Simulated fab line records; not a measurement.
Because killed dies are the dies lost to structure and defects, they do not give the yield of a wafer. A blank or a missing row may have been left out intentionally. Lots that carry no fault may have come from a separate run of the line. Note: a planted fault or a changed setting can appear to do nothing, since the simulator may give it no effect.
Matching of chambers + flow nandHarc + 4 sister chambers for NHARC_A_CONTACT_ETCH_92 on rieDiel-09
The step etches the open film in CH3F/O2, target depth 40 nm, time 85.7 s. 27 wafers are shown with their chamber, then 12 later ones without.

== WAFERS WITH THEIR CHAMBER ==
| wafer  | chamber | showerheadPlenumPTorr (Torr) | drypumpMotorCurrentA (A) | rfVppV (V) |
|--------|---------|------------------------------|--------------------------|------------|
| L076.2 | 0       | 2.29                         | 5.3                      | 241.3      |
| L076.4 | 1       | 2.49                         | 5.4                      | 245.6      |
| L076.5 | 1       | 2.49                         | 5.4                      | 246.7      |
| L078.4 | 0       | 2.29                         | 5.3                      | 241.9      |
| L078.5 | 3       | 2.60                         | 6.0                      | 246.9      |
| L078.6 | 0       | 2.29                         | 5.3                      | 241.9      |
| L079.1 | 3       | 2.60                         | 6.0                      | 247.1      |
| L079.4 | 1       | 2.49                         | 5.4                      | 245.5      |
| L079.6 | 0       | 2.29                         | 5.3                      | 240.8      |
| L081.3 | 0       | 2.29                         | 5.3                      | 242.4      |
| L081.4 | 0       | 2.29                         | 5.3                      | 242.2      |
| L081.5 | 3       | 2.60                         | 6.0                      | 246.8      |
| L080.1 | 1       | 2.49                         | 5.3                      | 243.9      |
| L080.4 | 3       | 2.60                         | 6.0                      | 246.7      |
| L080.5 | 0       | 2.29                         | 5.3                      | 241.6      |
| L082.4 | 3       | 2.60                         | 6.0                      | 246.4      |
| L082.5 | 2       | 2.28                         | 5.1                      | 242.3      |
| L082.6 | 3       | 2.60                         | 6.0                      | 246.1      |
| L084.3 | 2       | 2.28                         | 5.2                      | 242.2      |
| L084.4 | 0       | 2.29                         | 5.3                      | 240.3      |
| L084.6 | 3       | 2.60                         | 6.0                      | 247.0      |
| L085.1 | 3       | 2.60                         | 6.0                      | 246.0      |
| L085.5 | 2       | 2.28                         | 5.2                      | 240.9      |
| L085.6 | 3       | 2.60                         | 6.0                      | 246.4      |
| L086.1 | 2       | 2.28                         | 5.2                      | 241.8      |
| L086.4 | 0       | 2.28                         | 5.3                      | 242.3      |
| L086.5 | 3       | 2.60                         | 6.0                      | 246.0      |

SIGNATURES (means of the wafers above)
| reading               | chamber 0 | chamber 1 | chamber 2 | chamber 3 | scatter within a chamber |
|-----------------------|-----------|-----------|-----------|-----------|--------------------------|
| showerheadPlenumPTorr | 2.2889    | 2.4900    | 2.2800    | 2.6000    | 0.00197                  |
| drypumpMotorCurrentA  | 5.300     | 5.375     | 5.175     | 6.000     | 0.0255                   |
| rfVppV                | 241.633   | 245.425   | 241.800   | 246.540   | 0.687                    |
Rule: for a wafer and a chamber, the distance is found by dividing, reading by reading, the gap between the wafer's reading and the chamber's mean by the reading's scatter, squaring, summing and taking the root. If the next closest chamber is less than 2 further off than the closest, the wafer can't be placed; otherwise it belongs to the closest. The scatter: take each reading less its chamber's mean, square it, sum over the shown wafers, divide by the number of wafers less the number of chambers, and take the root.

== WAFERS WITHOUT THEIR CHAMBER ==
| wafer  | showerheadPlenumPTorr (Torr) | drypumpMotorCurrentA (A) | rfVppV (V) |
|--------|------------------------------|--------------------------|------------|
| L089.1 | 2.28                         | 5.3                      | 241.9      |
| L089.2 | 2.28                         | 5.2                      | 240.3      |
| L089.6 | 2.28                         | 5.2                      | 242.0      |
| L088.1 | 2.49                         | 5.4                      | 243.2      |
| L088.3 | 2.59                         | 6.0                      | 246.3      |
| L088.4 | 2.28                         | 5.3                      | 240.7      |
| L096.1 | 2.59                         | 6.0                      | 245.9      |
| L096.3 | 2.27                         | 5.2                      | 241.8      |
| L096.6 | 2.48                         | 5.4                      | 245.0      |
| L097.1 | 2.48                         | 5.4                      | 244.9      |
| L097.4 | 2.27                         | 5.2                      | 243.5      |
| L097.5 | 2.28                         | 5.3                      | 241.3      |

== WHICH CHAMBER EACH WENT THROUGH ==
| wafer  | from the rows above     | in truth |
|--------|-------------------------|----------|
| L089.1 | can't be placed: 0 or 2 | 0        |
| L089.2 | 2                       | 2        |
| L089.6 | 2                       | 2        |
| L088.1 | 1                       | 1        |
| L088.3 | 3                       | 3        |
| L088.4 | can't be placed: 0 or 2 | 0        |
| L096.1 | 3                       | 3        |
| L096.3 | 2                       | 2        |
| L096.6 | 1                       | 1        |
| L097.1 | 1                       | 1        |
| L097.4 | 2                       | 2        |
| L097.5 | can't be placed: 0 or 2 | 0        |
Placed correctly: 9 of 12. From these rows, 3 cannot be placed; in 3 the true chamber is one of the candidates. Number placed wrongly: 0.
